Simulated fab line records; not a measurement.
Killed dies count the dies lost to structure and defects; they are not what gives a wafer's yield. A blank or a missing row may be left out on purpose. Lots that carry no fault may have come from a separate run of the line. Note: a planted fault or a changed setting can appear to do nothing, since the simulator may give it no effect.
fab line records	flow nand_harc
[record] lots = 24	wafers = 72	last_day = 33
route steps=1302 shown P_ZERO_WELL@16 P_GATE@155 P_CONTACT@240
lots that met no fault: taken from a fault-free run of the same line
start_h: the number of hours between the record's first day and the start of the first shown wafer of the lot	wait_h: how many hours have passed since the lot's step before this one	" same as the row above	L1.1+2: one row covering several wafers at once	- no value, or no start given	* or withheld: withheld	< > ~ a bound
route shown NAME@n: names a module that has steps shown in the file, with the first one's number in the route	usual: mean/standard deviation taken from wafers without a fault	same: alike in all rows	chamber/n: place in a boat	sites: readings site by site	_std_site: the standard deviation of these	_edge_site: outer sites' mean less inner sites'	radius_mm: how far each site lies from the wafer's centre	mask NAME#n: copy n	behind: tool/chamber where the wafer was last shaped	hold: why the lot went on hold/how many hours it stayed there/how the hold came to an end	device: the transistor (n, p or np) that didn't switch	end of line: the same wafers' tests at the end of the route	a step given without rows: its recipe and nothing more	killed: dies that structure and defects cost at the first sort, which is not the same as the wafer's yield	map: dies across one wafer; x = killed, . = not, _ = none there
set.NAME: the setting that was run; set.NAME@STEP: the one run at that earlier step	model.NAME: the simulator's own value behind a step, which no gauge read
the route's steps for a sample of lots (tables are steps, rows are wafers)
services: the hour from which a tool's chamber was out of use, counted from the record's first day as start_h (under 0 if before that day), plus the number of hours and why
[[steps]]
[step NHARC_P_ZERO_WELL_DESCUM_13]
[recipe] time_s = 3	o2_flow_sccm = 200	ar_flow_sccm = 0	bias_power_w = 0	chemistry = O2
[usual] drypump_motor_current_A = 5.6/0.4	oes_product_au = 0.997/0.0084	rf_vpp_V = 57.7/0.89	showerhead_plenum_p_Torr = 1.92/0.08	throttle_valve_pct = 11.311/0.0088
lot.wafer	tool	chamber	start_h	wait_h	drypump_motor_current_A	oes_product_au	rf_hours_counter_h	rf_vpp_V	showerhead_plenum_p_Torr	throttle_valve_pct
L074.1	rie_diel-04	0	21.53	-	5.4	0.987	4	57.2	1.92	11.305
L074.2	"	1	"	"	5.8	0.991	4	56.5	2.00	11.305
L074.4	"	2	"	"	5.4	0.992	4	58.3	1.98	11.309
L075.3	rie_diel-04	2	31.52	-	5.4	1.007	10	57.4	1.98	11.313
L075.1	"	3	"	"	6.2	0.997	5	56.5	1.79	11.312
L075.6	"	2	"	"	5.4	0.986	-	58.4	1.98	11.315
L076.1	rie_diel-01	0	41.35	-	5.8	0.999	2	58.1	1.82	11.319
L076.4	"	2	"	"	5.5	0.989	2	59.2	2.00	11.322
L076.5	"	3	"	"	6.5	1.005	-	57.6	1.85	11.308
L077.4	rie_diel-01	0	51.41	-	5.8	0.987	6	57.9	1.81	11.310
L077.6	"	2	"	"	5.5	0.984	-	59.2	1.99	11.312
L077.5	"	3	"	"	6.5	1.001	-	57.9	1.85	11.315
L078.2	rie_diel-01	3	61.41	-	6.5	0.999	8	57.4	1.85	11.318
L078.1	"	1	"	"	5.3	0.992	9	57.5	1.83	11.315
L078.6	"	3	"	"	6.5	1.000	-	58.8	1.85	11.305
L079.1	rie_diel-09	2	71.39	-	5.6	1.005	29	57.6	1.88	11.327
L079.4	"	0	"	"	5.2	0.992	25	56.8	1.91	11.309
L079.6	"	3	"	"	5.3	1.007	-	57.9	2.03	11.298
L080.2	rie_diel-04	1	81.27	-	5.8	0.991	28	58.2	1.99	11.324
L080.3	"	3	"	"	6.2	1.013	25	57.3	1.79	11.311
L080.5	"	1	"	"	5.8	0.986	-	57.0	1.99	11.305
L081.4	rie_diel-09	2	93.16	-	5.6	1.005	39	55.8	1.87	11.299
L081.2	"	3	"	"	5.3	1.012	35	58.3	2.02	11.314
L081.3	"	0	"	"	5.2	0.993	32	57.7	1.91	11.311
L082.4	rie_diel-09	1	101.42	-	5.4	0.996	35	56.9	2.03	11.305
L082.3	"	2	"	"	5.6	1.003	41	58.4	1.87	11.306
L082.5	"	0	"	"	5.2	0.988	-	58.2	1.91	11.321
L083.4	rie_diel-01	3	111.26	-	6.5	0.996	22	56.9	1.84	11.324
L083.3	"	2	"	"	5.5	0.997	24	57.3	1.99	11.308
L083.6	"	3	"	"	6.5	1.000	-	57.1	1.84	11.316
L084.1	rie_diel-04	3	121.43	-	6.3	0.995	42	58.7	1.78	11.314
L084.5	"	0	"	"	5.4	0.989	-	58.3	1.90	11.321
L084.6	"	1	"	"	5.8	0.989	-	57.5	1.98	11.322
L085.1	rie_diel-01	3	131.39	-	6.6	1.007	28	57.9	1.84	11.322
L085.3	"	0	"	"	5.8	1.008	30	57.4	1.81	11.321
L085.4	"	1	"	"	5.2	1.000	33	57.1	1.82	11.296
L086.2	rie_diel-04	1	141.48	-	5.8	0.993	47	58.7	1.98	11.298
L086.5	"	1	"	"	5.8	1.000	-	57.9	1.98	11.314
L086.6	"	2	"	"	5.4	0.989	-	58.5	1.97	11.316
L087.1	rie_diel-04	2	151.29	-	5.4	0.988	50	57.8	1.97	11.314
L087.2	"	3	"	"	6.3	0.995	50	56.6	1.78	11.314
L087.6	"	1	"	"	5.8	0.980	-	56.5	1.98	11.308
L088.1	rie_diel-04	0	161.44	-	5.4	0.999	55	58.9	1.90	11.322
L088.4	"	1	"	"	5.8	1.004	-	59.1	1.98	11.319
L088.5	"	2	"	"	5.4	0.998	-	57.6	1.97	11.321
L089.2	rie_diel-01	2	171.41	-	5.5	0.978	50	56.1	1.98	11.311
L089.1	"	3	"	"	6.6	1.002	46	55.8	1.84	11.323
L089.6	"	1	"	"	5.2	1.003	-	56.4	1.81	11.316
L090.1	rie_diel-09	2	181.62	-	5.6	1.008	9	58.7	1.87	11.309
L090.4	"	3	"	"	5.3	1.003	9	57.4	2.02	11.322
L090.6	"	2	"	"	5.6	1.012	-	56.8	1.87	11.314
L091.2	rie_diel-09	3	191.40	-	5.3	1.008	11	56.7	2.02	11.314
L091.1	"	0	"	"	5.2	1.010	10	60.3	1.90	11.303
L091.4	"	1	"	"	5.4	1.009	10	58.9	2.02	11.301
L092.2	rie_diel-04	2	201.27	-	5.4	0.988	2	57.7	1.97	11.301
L092.4	"	3	"	"	6.3	0.996	2	56.6	1.78	11.312
L092.6	"	2	"	"	5.4	0.984	-	57.7	1.96	11.333
L093.2	rie_diel-04	0	211.89	-	5.4	0.991	8	58.4	1.90	11.306
L093.1	"	1	"	"	5.8	0.989	10	57.7	1.98	11.303
L093.5	"	1	"	"	5.8	0.986	-	58.6	1.98	11.308
L094.1	rie_diel-09	0	221.28	-	5.2	0.992	21	57.2	1.90	11.303
L094.4	"	2	"	"	5.6	1.005	23	57.0	1.86	11.308
L094.5	"	0	"	"	5.2	0.999	-	59.1	1.90	11.316
L095.2	rie_diel-09	3	231.41	-	5.3	0.989	26	58.7	2.01	11.297
L095.4	"	0	"	"	5.2	0.993	26	58.6	1.90	11.304
L095.5	"	3	"	"	5.3	1.001	-	57.5	2.01	11.312
L096.4	rie_diel-09	0	241.27	-	5.2	1.013	28	57.5	1.90	11.316
L096.2	"	1	"	"	5.4	1.010	28	57.3	2.01	11.307
L096.6	"	3	"	"	5.3	1.007	-	56.9	2.01	11.319
L097.2	rie_diel-01	3	251.31	-	6.5	0.999	12	57.3	1.83	11.307
L097.4	"	0	"	"	5.9	0.999	11	58.0	1.80	11.324
L097.6	"	1	"	"	5.2	1.005	-	56.4	1.81	11.310
[step NHARC_P_ZERO_WELL_RTA_42]
[recipe] temp_c = 1100	time_s = 300
[usual] lamp_power_pct = 37/5.7	lamp_zone_4_pct = 37/5.7	lamp_zone_5_pct = 37/5.7	wafer_temp_C_max = 1104.7/1.1
lot.wafer	tool	chamber	start_h	wait_h	lamp_power_pct	lamp_zone_4_pct	lamp_zone_5_pct	wafer_temp_C_max
L074.1	rtp_anneal-02	0	27.06	-	30	30	30	1104.5
L074.2	"	0	"	"	30	30	30	1105.6
L074.4	"	0	"	"	30	30	30	1105.2
L075.1	rtp_anneal-02	0	37.47	-	30	30	30	1104.9
L075.3	"	0	"	"	30	30	30	1104.3
L075.6	"	0	"	"	30	30	30	1103.2
L076.1	rtp_anneal-01	0	47.16	-	42	42	42	1104.3
L076.4	"	0	"	"	42	42	42	1104.3
L076.5	"	0	"	"	42	42	42	1105.1
L077.4	rtp_anneal-02	0	57.24	-	30	30	30	1105.0
L077.5	"	0	"	"	30	30	30	1104.6
L077.6	"	0	"	"	30	30	30	1105.7
L078.1	rtp_anneal-01	0	66.84	-	42	42	42	1103.3
L078.2	"	0	"	"	42	42	42	1103.8
L078.6	"	0	"	"	42	42	42	1104.3
L079.1	rtp_anneal-01	0	76.97	-	42	42	42	1103.3
L079.4	"	0	"	"	42	42	42	1102.4
L079.6	"	0	"	"	42	42	42	1106.0
L080.2	rtp_anneal-02	0	86.74	-	30	30	30	1104.9
L080.3	"	0	"	"	30	30	30	1106.9
L080.5	"	0	"	"	30	30	30	1104.7
L081.2	rtp_anneal-02	0	98.66	-	30	30	30	1106.2
L081.3	"	0	"	"	30	30	30	1106.5
L081.4	"	0	"	"	30	30	30	1104.9
L082.3	rtp_anneal-01	0	107.11	-	42	42	42	1103.9
L082.4	"	0	"	"	42	42	42	1104.0
L082.5	"	0	"	"	42	42	42	1103.2
L083.3	rtp_anneal-02	0	116.97	-	30	30	30	1107.0
L083.4	"	0	"	"	30	30	30	1105.1
L083.6	"	0	"	"	30	30	30	1106.2
L084.1	rtp_anneal-01	0	126.92	-	42	42	42	1103.9
L084.5	"	0	"	"	42	42	42	1104.4
L084.6	"	0	"	"	42	42	42	1102.3
L085.1	rtp_anneal-01	0	137.05	-	42	42	42	1104.8
L085.3	"	0	"	"	42	42	42	1105.9
L085.4	"	0	"	"	42	42	42	1103.7
L086.2	rtp_anneal-02	0	147.61	-	30	30	30	1104.8
L086.5	"	0	"	"	30	30	30	1106.0
L086.6	"	0	"	"	30	30	30	1106.4
L087.1	rtp_anneal-02	0	156.94	-	30	30	30	1105.6
L087.2	"	0	"	"	30	30	30	1106.0
L087.6	"	0	"	"	30	30	30	1104.9
L088.1	rtp_anneal-01	0	167.12	-	42	42	42	1105.7
L088.4	"	0	"	"	42	42	42	1104.0
L088.5	"	0	"	"	42	42	42	1105.1
L089.1	rtp_anneal-01	0	176.87	-	42	42	42	1105.8
L089.2	"	0	"	"	42	42	42	1103.9
L089.6	"	0	"	"	42	42	42	1105.3
L090.1	rtp_anneal-01	0	187.04	-	42	42	42	1105.1
L090.4	"	0	"	"	42	42	42	1103.3
L090.6	"	0	"	"	42	42	42	1104.8
L091.1	rtp_anneal-01	0	196.80	-	42	42	42	1105.7
L091.2	"	0	"	"	42	42	42	1104.2
L091.4	"	0	"	"	41	42	42	1104.8
L092.2	rtp_anneal-02	0	206.86	-	30	30	30	1104.1
L092.4	"	0	"	"	30	30	30	1104.9
L092.6	"	0	"	"	30	30	30	1105.9
L093.1	rtp_anneal-01	0	217.60	-	42	42	42	1104.5
L093.2	"	0	"	"	42	42	42	1104.5
L093.5	"	0	"	"	42	42	42	1103.8
L094.1	rtp_anneal-01	0	226.84	-	42	42	42	1105.2
L094.4	"	0	"	"	42	42	42	1104.3
L094.5	"	0	"	"	42	42	42	1104.0
L095.2	rtp_anneal-01	0	237.03	-	42	42	42	1105.4
L095.4	"	0	"	"	42	42	42	1104.3
L095.5	"	0	"	"	42	42	42	1106.5
L096.2	rtp_anneal-01	0	246.89	-	42	42	42	1106.1
L096.4	"	0	"	"	42	42	42	1103.6
L096.6	"	0	"	"	42	42	42	1103.8
L097.2	rtp_anneal-02	0	257.03	-	30	30	30	1105.8
L097.4	"	0	"	"	30	30	30	1104.9
L097.6	"	0	"	"	30	30	30	1105.5
[step NHARC_P_GATE_ALD_36]
[recipe] target_thk_a = 200	pulse_time_s = 60	ald_cycles = 223	temp_c = 400	material = SiNx
[usual] heater_power_w = 855/120	precursor_pulse_height_rel = 0.999/0.02
lot.wafer	tool	chamber	start_h	wait_h	heater_power_w	precursor_pulse_height_rel
L074.2	ald_sin-03	1	97.06	-	1029	0.997
L074.4	"	2	98.11	-	793	1.015
L074.1	"	0	100.21	-	1133	0.991
L075.1	ald_sin-01	3	108.51	-	809	0.965
L075.3	"	1	110.68	-	732	0.974
L075.6	"	3	112.85	-	801	0.995
L076.4	ald_sin-03	2	122.83	-	812	0.999
L076.1	"	3	123.88	-	858	0.996
L076.5	"	3	128.11	-	853	1.018
L077.4	ald_sin-02	0	134.68	-	823	0.976
L077.5	"	2	136.79	-	680	0.995
L077.6	"	3	137.85	-	825	1.012
L078.2	ald_sin-01	3	144.00	-	804	1.014
L078.1	"	1	146.14	-	753	1.039
L078.6	"	3	148.28	-	810	1.012
L079.1	ald_sin-03	0	147.91	-	1139	0.999
L079.6	"	3	150.75	-	831	0.966
L079.4	"	0	152.16	-	1158	0.954
L080.2	ald_sin-02	3	155.66	-	827	0.989
L080.3	"	0	156.72	-	833	0.983
L080.5	"	3	159.89	-	805	0.983
L081.3	ald_sin-01	2	167.79	-	773	0.999
L081.4	"	3	168.84	-	813	0.969
L081.2	"	0	169.89	-	897	1.000
L082.4	ald_sin-03	1	185.18	-	1024	0.979
L082.3	"	2	186.25	-	840	0.996
L082.5	"	0	188.38	-	1130	1.016
L083.3	ald_sin-02	0	190.40	-	815	0.999
L083.4	"	1	191.46	-	885	0.983
L083.6	"	3	193.57	-	816	0.973
L085.4	ald_sin-03	1	206.15	-	1001	1.038
L085.1	"	2	207.21	-	831	1.028
L085.3	"	3	208.27	-	829	1.014
L084.1	ald_sin-01	2	208.44	-	761	1.029
L084.6	"	3	209.50	-	794	1.026
L084.5	"	0	210.56	-	886	1.003
L086.2	ald_sin-02	2	216.80	-	696	0.981
L086.6	"	1	219.96	-	865	1.019
L086.5	"	2	221.01	-	679	1.025
L087.1	ald_sin-01	1	230.48	-	758	1.005
L087.2	"	2	231.54	-	792	1.050
L087.6	"	1	234.72	-	751	0.999
L089.1	ald_sin-03	3	247.55	-	857	0.959
L089.2	"	1	249.68	-	1018	0.991
L089.6	"	2	250.75	-	858	0.992
L088.4	ald_sin-02	0	247.61	-	822	1.008
L088.1	"	2	249.76	-	703	0.988
L088.5	"	0	251.91	-	811	0.999
L090.4	ald_sin-01	1	255.96	-	766	1.012
L090.1	"	0	259.15	-	850	1.014
L090.6	"	1	260.22	-	762	1.000
L091.4	ald_sin-03	2	267.11	-	849	1.016
L091.1	"	3	268.17	-	851	0.985
L091.2	"	0	269.23	-	1162	0.980
L092.2	ald_sin-01	2	275.52	-	771	0.966
L092.4	"	0	277.63	-	862	1.030
L092.6	"	3	280.79	-	793	0.994
L093.2	ald_sin-03	3	295.10	-	855	1.010
L093.1	"	0	296.16	-	1156	0.975
L093.5	"	2	298.28	-	858	0.986
L094.1	ald_sin-01	0	297.62	-	853	0.956
L094.4	"	3	300.82	-	763	0.998
L094.5	"	1	302.95	-	769	0.986
L095.2	ald_sin-03	1	310.18	-	1021	0.999
L095.4	"	3	312.31	-	882	1.025
L095.5	"	0	313.38	-	1138	0.977
L096.2	ald_sin-01	0	321.20	-	870	0.993
L096.4	"	1	322.24	-	768	1.000
L096.6	"	0	325.37	-	857	1.003
L097.4	ald_sin-02	3	328.76	-	827	0.993
L097.2	"	2	331.95	-	677	1.008
L097.6	"	0	334.07	-	825	0.998
[step NHARC_P_GATE_STRIP_75]
[recipe] power_w = 1500	temp_c = 250	chemistry = O2
[usual] drypump_motor_current_A = 5.8/0.34	heater_power_w = 370/28
lot.wafer	tool	chamber	start_h	wait_h	drypump_motor_current_A	heater_power_w	rf_hours_counter_h
L074.1	plasma_asher-02	1	108.38	0.2	6.5	352	6
L074.2	"	0	"	"	5.8	321	6
L074.4	"	0	"	"	5.8	318	-
L075.1	plasma_asher-02	0	119.95	0.2	5.8	324	8
L075.3	"	0	"	"	5.8	316	-
L075.6	"	1	"	"	6.4	365	-
L076.1	plasma_asher-01	0	134.32	0.3	5.5	413	30
L076.4	"	1	"	"	5.8	394	-
L076.5	"	1	"	"	5.8	388	-
L077.4	plasma_asher-01	0	143.95	0.2	5.5	399	-
L077.6	"	0	"	"	5.5	410	-
L077.5	"	1	"	"	5.8	395	-
L078.1	plasma_asher-02	1	154.30	0.3	6.5	359	15
L078.2	"	0	"	"	5.8	328	15
L078.6	"	0	"	"	5.8	322	-
L079.1	plasma_asher-01	1	159.95	0.2	5.8	388	36
L079.4	"	1	"	"	5.8	383	-
L079.6	"	1	"	"	5.8	389	-
L080.2	plasma_asher-02	1	165.85	0.2	6.4	363	18
L080.3	"	1	"	"	6.4	359	-
L080.5	"	1	"	"	6.5	358	-
L081.2	plasma_asher-01	1	179.12	0.2	5.8	377	1
L081.4	"	0	"	"	5.5	389	-
L081.3	"	1	"	"	5.8	380	-
L082.3	plasma_asher-02	0	194.50	0.2	5.8	324	-
L082.4	"	1	"	"	6.5	352	-
L082.5	"	1	"	"	6.5	351	-
L083.4	plasma_asher-02	0	200.59	0.2	5.8	322	-
L083.3	"	1	"	"	6.5	354	-
L083.6	"	0	"	"	5.8	322	-
L084.1	plasma_asher-01	1	216.66	0.3	5.8	377	7
L084.5	"	1	"	"	5.8	387	-
L084.6	"	0	"	"	5.5	391	-
L085.1	plasma_asher-02	1	217.64	0.2	6.5	353	28
L085.3	"	1	"	"	6.5	353	-
L085.4	"	0	"	"	5.8	325	-
L086.2	plasma_asher-01	1	227.13	0.2	5.8	380	9
L086.5	"	0	"	"	5.5	400	-
L086.6	"	1	"	"	5.8	371	-
L087.2	plasma_asher-01	0	241.89	0.2	5.5	400	12
L087.1	"	1	"	"	5.8	371	12
L087.6	"	1	"	"	5.8	391	-
L089.1	plasma_asher-01	0	257.90	0.3	5.5	392	17
L089.2	"	1	"	"	5.8	379	17
L089.6	"	1	"	"	5.8	387	-
L088.1	plasma_asher-01	1	258.29	0.2	5.8	385	18
L088.4	"	0	"	"	5.5	392	-
L088.5	"	0	"	"	5.5	391	-
L090.1	plasma_asher-02	1	267.37	0.2	6.5	370	2
L090.4	"	1	"	"	6.5	372	-
L090.6	"	1	"	"	6.4	364	-
L091.2	plasma_asher-01	0	278.49	0.3	5.5	391	21
L091.1	"	1	"	"	5.8	389	21
L091.4	"	1	"	"	5.8	372	-
L092.2	plasma_asher-02	1	286.87	0.3	6.4	370	6
L092.4	"	1	"	"	6.4	373	-
L092.6	"	0	"	"	5.8	320	-
L093.2	plasma_asher-01	0	304.23	0.3	5.5	393	26
L093.1	"	1	"	"	5.7	370	26
L093.5	"	1	"	"	5.7	376	-
L094.1	plasma_asher-01	0	309.03	0.3	5.5	401	27
L094.4	"	1	"	"	5.8	382	-
L094.5	"	1	"	"	5.8	378	-
L095.2	plasma_asher-02	1	320.40	0.2	6.5	377	13
L095.4	"	0	"	"	5.8	328	-
L095.5	"	1	"	"	6.4	374	-
L096.2	plasma_asher-01	0	332.47	0.3	5.5	400	31
L096.4	"	1	"	"	5.8	371	-
L096.6	"	0	"	"	5.5	386	-
L097.2	plasma_asher-01	0	340.03	0.3	5.5	395	33
L097.4	"	0	"	"	5.5	388	-
L097.6	"	0	"	"	5.5	392	-
[step NHARC_P_CONTACT_ETCH_31]
[recipe] target_depth_a = 300	time_s = 85.7	ion_energy_ev = 120	over_etch_frac = 1	ch3f_flow_sccm = 50	o2_flow_sccm = 30	ar_flow_sccm = 200	rf_w = 500	bias_w = 100	chemistry = CH3F/O2
[usual] drypump_motor_current_A = 5.5/0.47	oes_product_au = 0.980/0.013	rf_fwd_power_W = 496.7/1.5	rf_vpp_V = 245.0/1.7	showerhead_plenum_p_Torr = 2.50/0.1	throttle_valve_pct = 20.663/0.0088
lot.wafer	tool	chamber	start_h	wait_h	drypump_motor_current_A	oes_product_au	rf_fwd_power_W	rf_hours_counter_h	rf_vpp_V	showerhead_plenum_p_Torr	throttle_valve_pct
L074.2	rie_diel-13	3	-	-	5.8	0.988	496.0	3.8	246.8	2.62	20.659
L074.1	"	0	"	"	6.0	0.986	495.7	3.9	246.4	2.50	20.648
L074.4	"	2	"	"	5.1	0.986	496.1	3.9	242.4	2.42	20.672
L075.1	rie_diel-13	2	-	-	5.1	0.996	496.8	4.4	242.4	2.42	20.663
L075.3	"	0	"	"	6.0	0.985	500.0	4.6	244.9	2.50	20.662
L075.6	"	2	"	"	5.1	0.997	494.9	-	243.3	2.42	20.660
L076.1	rie_diel-02	0	-	-	5.2	1.000	496.0	5.5	246.1	2.55	20.662
L076.4	"	1	"	"	4.9	0.975	497.0	5.2	247.9	2.63	20.667
L076.5	"	1	"	"	4.9	0.991	497.6	-	246.4	2.63	20.684
L077.4	rie_diel-02	1	-	-	5.0	0.960	495.5	5.6	247.4	2.63	20.657
L077.5	"	3	"	"	5.9	0.961	495.8	-	245.2	2.44	20.682
L077.6	"	0	"	"	5.2	0.955	496.1	-	246.3	2.55	20.658
L078.2	rie_diel-13	2	-	-	5.1	0.988	498.3	5.4	244.2	2.41	20.669
L078.1	"	1	"	"	5.4	0.982	497.9	5.3	246.2	2.62	20.663
L078.6	"	3	"	"	5.7	0.990	498.8	-	246.0	2.62	20.673
L079.4	rie_diel-02	0	-	-	5.2	0.977	497.2	6.7	244.9	2.55	20.675
L079.1	"	1	"	"	4.9	0.990	496.8	6.8	248.0	2.63	20.657
L079.6	"	1	"	"	5.0	0.984	496.3	-	246.7	2.63	20.652
L080.3	rie_diel-06	0	-	-	6.1	0.983	497.8	0.8	247.9	2.60	20.661
L080.2	"	2	"	"	5.5	0.997	496.2	0.7	241.3	2.31	20.655
L080.5	"	1	"	"	6.0	0.988	494.8	-	245.4	2.49	20.649
L081.3	rie_diel-13	3	-	-	5.8	0.981	498.0	0.5	246.7	2.62	20.665
L081.2	"	1	"	"	5.4	0.983	499.3	0.6	243.8	2.62	20.669
L081.4	"	2	"	"	5.1	0.990	497.9	-	243.2	2.41	20.668
L082.4	rie_diel-06	3	-	-	4.7	0.980	495.2	1.5	244.5	2.47	20.676
L082.3	"	1	"	"	5.9	0.988	493.9	1.9	244.3	2.49	20.662
L082.5	"	0	"	"	6.1	0.991	496.0	-	246.3	2.60	20.649
L083.3	rie_diel-06	1	-	-	6.0	0.972	493.4	2.3	245.2	2.49	20.678
L083.4	"	2	"	"	5.5	0.994	495.8	2.0	242.5	2.31	20.678
L083.6	"	3	"	"	4.6	1.004	498.5	-	243.1	2.47	20.669
L084.1	rie_diel-06	0	-	-	6.2	0.976	495.5	2.6	245.2	2.60	20.662
L084.6	"	1	"	"	6.0	0.981	496.3	-	244.3	2.49	20.667
L084.5	"	2	"	"	5.5	0.994	497.9	-	243.2	2.31	20.665
L085.1	rie_diel-06	0	-	-	6.2	0.993	498.6	3.0	244.8	2.60	20.659
L085.3	"	1	"	"	6.0	0.980	495.3	3.4	244.7	2.49	20.654
L085.4	"	3	"	"	4.6	0.989	498.6	2.7	245.8	2.47	20.647
L086.2	rie_diel-02	3	-	-	5.9	0.987	495.4	0.7	243.8	2.44	20.643
L086.5	"	0	"	"	5.2	0.979	496.0	-	246.5	2.55	20.671
L086.6	"	1	"	"	4.9	0.992	499.3	-	247.5	2.63	20.662
L087.1	rie_diel-06	2	-	-	5.5	0.967	494.4	3.4	242.5	2.31	20.653
L087.2	"	3	"	"	4.6	0.977	498.4	3.2	245.9	2.47	20.668
L087.6	"	1	"	"	5.9	0.982	495.3	-	245.9	2.49	20.653
L089.2	rie_diel-06	2	-	-	5.5	0.972	494.1	4.0	242.6	2.31	20.666
L089.1	"	3	"	"	4.6	0.958	499.5	3.7	245.8	2.47	20.663
L089.6	"	2	"	"	5.5	0.967	497.8	-	242.2	2.31	20.652
L088.4	rie_diel-02	1	-	-	4.9	0.981	497.8	2.3	247.3	2.63	20.663
L088.1	"	2	"	"	5.7	0.984	497.8	2.1	243.3	2.35	20.666
L088.5	"	3	"	"	5.9	0.976	496.3	-	243.2	2.44	20.642
L090.1	rie_diel-06	1	-	-	6.0	0.964	495.3	5.0	244.2	2.49	20.663
L090.4	"	0	"	"	6.2	0.987	497.4	4.8	245.3	2.60	20.669
L090.6	"	1	"	"	5.9	0.980	495.4	-	245.0	2.49	20.667
L091.4	rie_diel-02	0	-	-	5.2	0.991	495.4	3.7	245.8	2.55	20.661
L091.2	"	1	"	"	4.9	0.992	498.0	3.7	247.0	2.63	20.671
L091.1	"	3	"	"	5.9	0.974	498.1	3.0	243.6	2.44	20.659
L092.4	rie_diel-13	2	-	-	5.1	0.979	497.3	3.0	243.4	2.41	20.645
L092.2	"	3	"	"	5.8	0.974	496.8	2.9	248.5	2.61	20.663
L092.6	"	0	"	"	6.0	0.962	496.7	-	245.8	2.50	20.660
L093.2	rie_diel-13	0	-	-	6.0	0.972	494.8	2.8	245.4	2.50	20.650
L093.1	"	1	"	"	5.4	0.986	495.8	3.5	245.0	2.62	20.658
L093.5	"	0	"	"	6.0	0.980	496.3	-	245.1	2.50	20.657
L094.1	rie_diel-06	0	-	-	6.1	0.965	497.8	0.2	246.5	2.60	20.660
L094.4	"	3	"	"	4.6	0.976	497.0	0.2	244.7	2.47	20.654
L094.5	"	1	"	"	6.0	0.976	494.4	-	245.8	2.49	20.663
L095.4	rie_diel-02	2	-	-	5.7	0.976	496.9	5.7	242.7	2.35	20.655
L095.2	"	0	"	"	5.2	0.982	496.6	6.0	245.0	2.54	20.646
L095.5	"	2	"	"	5.7	0.983	497.2	-	242.2	2.35	20.669
L096.2	rie_diel-06	0	-	-	6.2	0.956	496.6	0.9	248.2	2.60	20.667
L096.4	"	2	"	"	5.5	0.939	498.3	1.0	243.1	2.31	20.662
L096.6	"	0	"	"	6.1	0.965	496.9	-	246.1	2.60	20.658
L097.4	rie_diel-02	2	-	-	5.7	0.966	497.2	7.1	243.0	2.35	20.671
L097.2	"	3	"	"	5.9	0.963	493.6	6.6	244.6	2.44	20.651
L097.6	"	0	"	"	5.2	0.976	497.9	-	246.1	2.54	20.663
[step NHARC_P_CONTACT_CD_MEAS_19]
[usual] cd_nm = 90.0/1.1
lot.wafer	tool	chamber	start_h	wait_h	cd_nm
L074.1	cd_sem-02	-	116.85	-	90.0
L074.2	"	-	"	"	88.8
L074.4	"	-	"	"	89.1
L075.1	cd_sem-01	-	128.18	-	89.9
L075.3	"	-	"	"	90.1
L075.6	"	-	"	"	90.3
L076.1	cd_sem-01	-	142.44	-	89.3
L076.4	"	-	"	"	88.2
L076.5	"	-	"	"	90.4
L077.4	cd_sem-01	-	152.34	-	89.8
L077.5	"	-	"	"	88.8
L077.6	"	-	"	"	88.3
L078.1	cd_sem-03	-	162.56	-	91.6
L078.2	"	-	"	"	89.9
L078.6	"	-	"	"	91.0
L079.1	cd_sem-01	-	168.33	-	90.6
L079.4	"	-	"	"	92.1
L079.6	"	-	"	"	90.6
L080.2	cd_sem-03	-	174.11	-	89.7
L080.3	"	-	"	"	90.6
L080.5	"	-	"	"	91.2
L081.2	cd_sem-01	-	187.52	-	88.9
L081.3	"	-	"	"	90.0
L081.4	"	-	"	"	89.2
L082.3	cd_sem-02	-	202.76	-	90.6
L082.4	"	-	"	"	90.8
L082.5	"	-	"	"	90.7
L083.3	cd_sem-02	-	208.97	-	89.2
L083.4	"	-	"	"	89.6
L083.6	"	-	"	"	89.8
L084.1	cd_sem-01	-	224.80	-	90.6
L084.5	"	-	"	"	88.6
L084.6	"	-	"	"	89.8
L085.1	cd_sem-03	-	226.06	-	88.1
L085.3	"	-	"	"	90.3
L085.4	"	-	"	"	91.5
L086.2	cd_sem-03	-	235.51	-	90.7
L086.5	"	-	"	"	90.1
L086.6	"	-	"	"	90.6
L087.1	cd_sem-01	-	250.01	-	90.6
L087.2	"	-	"	"	91.0
L087.6	"	-	"	"	91.9
L089.1	cd_sem-02	-	266.01	-	88.8
L089.2	"	-	"	"	89.2
L089.6	"	-	"	"	89.1
L088.1	cd_sem-03	-	266.73	-	91.2
L088.4	"	-	"	"	91.2
L088.5	"	-	"	"	90.9
L090.1	cd_sem-02	-	275.78	-	90.7
L090.4	"	-	"	"	89.3
L090.6	"	-	"	"	88.5
L091.1	cd_sem-01	-	286.80	-	92.6
L091.2	"	-	"	"	89.5
L091.4	"	-	"	"	89.7
L092.2	cd_sem-01	-	295.52	-	89.0
L092.4	"	-	"	"	88.6
L092.6	"	-	"	"	89.7
L093.1	cd_sem-01	-	312.36	-	90.1
L093.2	"	-	"	"	90.3
L093.5	"	-	"	"	90.1
L094.1	cd_sem-01	-	317.50	-	90.7
L094.4	"	-	"	"	88.7
L094.5	"	-	"	"	89.7
L095.2	cd_sem-03	-	328.77	-	91.0
L095.4	"	-	"	"	90.2
L095.5	"	-	"	"	90.3
L096.2	cd_sem-03	-	341.14	-	90.6
L096.4	"	-	"	"	90.4
L096.6	"	-	"	"	89.6
L097.2	cd_sem-02	-	348.91	-	88.7
L097.4	"	-	"	"	89.8
L097.6	"	-	"	"	90.0
[[services]]
tool	chamber	start_h	hours	kind
rie_diel-04	-	0.90	9.0	pm
rtp_anneal-02	-	12.00	12.0	pm
ald_sin-01	2	14.61	6.3	repair
ald_sin-01	-	34.68	10.0	pm
plasma_asher-02	-	38.67	3.4	repair
ald_sin-03	-	45.22	0.4	repair
ald_sin-01	2	48.42	13.0	repair
plasma_asher-02	-	72.04	9.0	pm
rie_diel-06	-	73.27	0.3	repair
rie_diel-04	-	122.24	0.3	repair
rie_diel-06	-	130.21	9.0	pm
ald_sin-03	1	146.08	6.1	repair
plasma_asher-02	-	150.84	1.0	repair
ald_sin-01	2	151.80	4.2	repair
rie_diel-06	2	153.21	13.1	repair
rie_diel-04	3	161.32	4.8	repair
plasma_asher-01	-	165.01	9.0	pm
ald_sin-03	-	170.00	10.0	pm
plasma_asher-02	-	190.98	0.5	repair
plasma_asher-02	-	249.23	9.0	pm
rie_diel-06	1	254.48	9.7	repair
rie_diel-06	2	276.16	15.3	repair
rie_diel-06	-	307.21	9.0	pm
plasma_asher-01	-	342.01	9.0	pm
[[key]]
fault none
